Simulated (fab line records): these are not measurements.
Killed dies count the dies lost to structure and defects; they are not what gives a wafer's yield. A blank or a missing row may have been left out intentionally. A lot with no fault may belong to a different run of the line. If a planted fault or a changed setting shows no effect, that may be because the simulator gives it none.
A lot that was struck, set against a sound lot -- flow nand_harc -- 25 out of 1302 route steps
Sound: these wafers, L733.2, L733.3, L733.5. Wafers struck: L713.1, L713.3, L713.5. Last of all comes the cause.
At each step with rows: each side's tool, then ch and its chambers, then its first start. Under that, the readings that differ: sound wafers -- struck wafers -- difference of the means -- sigmas: that difference in standard deviations of wafers without a fault.
alike: words and numbers the same on both sides, and readings whose means are apart by under 2 such deviations; not compared: readings that were withheld, readings missing a value for some wafer, numbers with overlapping values and no deviation given by the record, and bounds like >300 which may hide the same value.
Wherever a step has rows on one side only, a row that says differs or no value, or a row with sigmas, the two part there. Numbers that have no deviation but don't overlap get no sigmas and don't part them. Lack of a reading on every wafer of one side parts them only where that side has two or more wafers.

first, 8 steps without rows for these wafers: NHARC_A_CHANNEL_HOLE_D2_DEVELOP_09 (develop time 35 s); NHARC_A_CHANNEL_HOLE_D2_DESCUM_15 (chemistry O2, time 3 s); NHARC_A_CHANNEL_HOLE_D2_ETCH_38 (etches the open film in CF4, target depth 39 nm, time 65 s); NHARC_A_CHANNEL_HOLE_D2_ETCH_39 (etches the open film in N2/H2, target depth 260 nm, time 325 s); NHARC_A_CHANNEL_HOLE_D2_ETCH_34 (etches the open film in CF4/CHF3, target depth 154 nm, time 77 s); NHARC_A_CHANNEL_HOLE_D2_ETCH_16 (etches the open film in O2/COS, target depth 3100 nm, time 806 s); NHARC_A_CHANNEL_HOLE_D2_ETCH_19 (etches the open film in C4F8/O2/Ar, time 34.5 s); NHARC_A_CHANNEL_HOLE_D2_ETCH_20 (etches the open film in C4F8/O2/Ar, time 361.9 s, target depth 1600 nm).
NHARC_A_CHANNEL_HOLE_D2_ETCH_21: etches the open film in C4F8/O2/Ar, time 514.3 s, target depth 1600 nm.
  sound on har_etch-02 ch 0,1, day 22 20:22; struck on har_etch-01 ch 0,1, day 15 01:16
  no value came back on the struck wafers for any of 5 readings (c4f8_flow_sccm (sccm), chamber_pressure_mTorr (mTorr) and others); on the sound wafers c4f8_flow_sccm (sccm) reads 89.40 89.67 89.49
  not compared: rf_hours_counter_h
then, 9 steps without rows for these wafers: NHARC_A_CHANNEL_HOLE_D2_ETCH_22 (etches the open film in C4F8/O2/Ar, time 666.7 s, target depth 1600 nm); NHARC_A_CHANNEL_HOLE_D2_ETCH_23 (etches the open film in C4F8/O2/Ar, time 819 s, target depth 1600 nm); NHARC_A_CHANNEL_HOLE_D2_ETCH_24 (etches the open film in C4F8/O2/Ar, time 906.2 s, target depth 1500 nm); NHARC_A_CHANNEL_HOLE_D2_ETCH_25 (etches the open film in C4F8/O2/Ar, time 1040.2 s, target depth 1500 nm); NHARC_A_CHANNEL_HOLE_D2_ETCH_26 (etches the open film in C4F8/O2/Ar, time 224.1 s, target depth 300 nm); NHARC_A_CHANNEL_HOLE_D2_ETCH_27 (etches the open film in C4F8/O2/Ar, time 90 s, target depth 400 nm); NHARC_A_CHANNEL_HOLE_D2_STRIP_41 (strips in N2/H2); NHARC_A_CHANNEL_HOLE_D2_STRIP_42 (strips in CF4/CHF3); NHARC_A_CHANNEL_HOLE_D2_STRIP_43 (strips in O2/COS).
NHARC_A_CHANNEL_HOLE_D2_ETCH_44: etches the open film in CF4/O2, target depth 140 nm, overetch 14 nm, time 77 s.
  sound on rie_diel-01 ch 0,1,2, day 23 00:38; struck on rie_diel-01 ch 0,2, day 15 06:29
reading,sound,struck,difference,sigmas
model.A_CHANNEL_HOLE_D2.cd_nm (nm),92.68 94.09 91.01,95.61 103.7 102.2,+7.91,
  alike: bias_w, cf4_flow_sccm, drypump_motor_current_A, oes_product_au, rf_vpp_V, showerhead_plenum_p_Torr, throttle_valve_pct
  not compared: rf_hours_counter_h
then, 3 steps without rows for these wafers: NHARC_A_CHANNEL_HOLE_D2_STRIP_28 (strips in O2); NHARC_A_CHANNEL_HOLE_D2_PRECLEAN_29 (cleans in SC1); NHARC_A_CHANNEL_HOLE_D2_SRD_30.
NHARC_A_CHANNEL_HOLE_D2_CD_MEAS_31:
  sound on cd_sem-01, day 23 01:26; struck on cd_sem-02, day 15 07:17
reading,sound,struck,difference,sigmas
cd_nm (nm),93.7 95.1 91.3,1.8 -0.1 0.9,-92.5,-58
NHARC_A_CHANNEL_HOLE_D2_XSEM_32:
  sound on xsem-01 ch 0, day 23 01:31; struck on xsem-02 ch 0, day 15 07:23
reading,sound,struck,difference,sigmas
bot_cd_nm (nm),78.3 80.4 76.3,1.6 0.0 0.5,-77.6,-43
bow_nm (nm),8.43 8.61 8.47,0.66 0.65 0.66,-7.85,-30
tilt_deg (degrees),0.07 0.07 0.07,0.16 0.16 0.16,+0.09,+2
-- break in the record here, with 11 days between the starts of the struck wafers on either side (left off in module A_CHANNEL_HOLE_D2, picked up again in module END, where the first step shown is number 1302 on the route) --
NHARC_END_SORT_01:
  the record has rows for the struck wafers here (prober-01 ch 0, day 26 04:55) and none for the sound ones

## WHERE THEY PART
At NHARC_A_CHANNEL_HOLE_D2_ETCH_21 first; at NHARC_END_SORT_01 last (within this record only).

WHY: what had been put in by the simulator
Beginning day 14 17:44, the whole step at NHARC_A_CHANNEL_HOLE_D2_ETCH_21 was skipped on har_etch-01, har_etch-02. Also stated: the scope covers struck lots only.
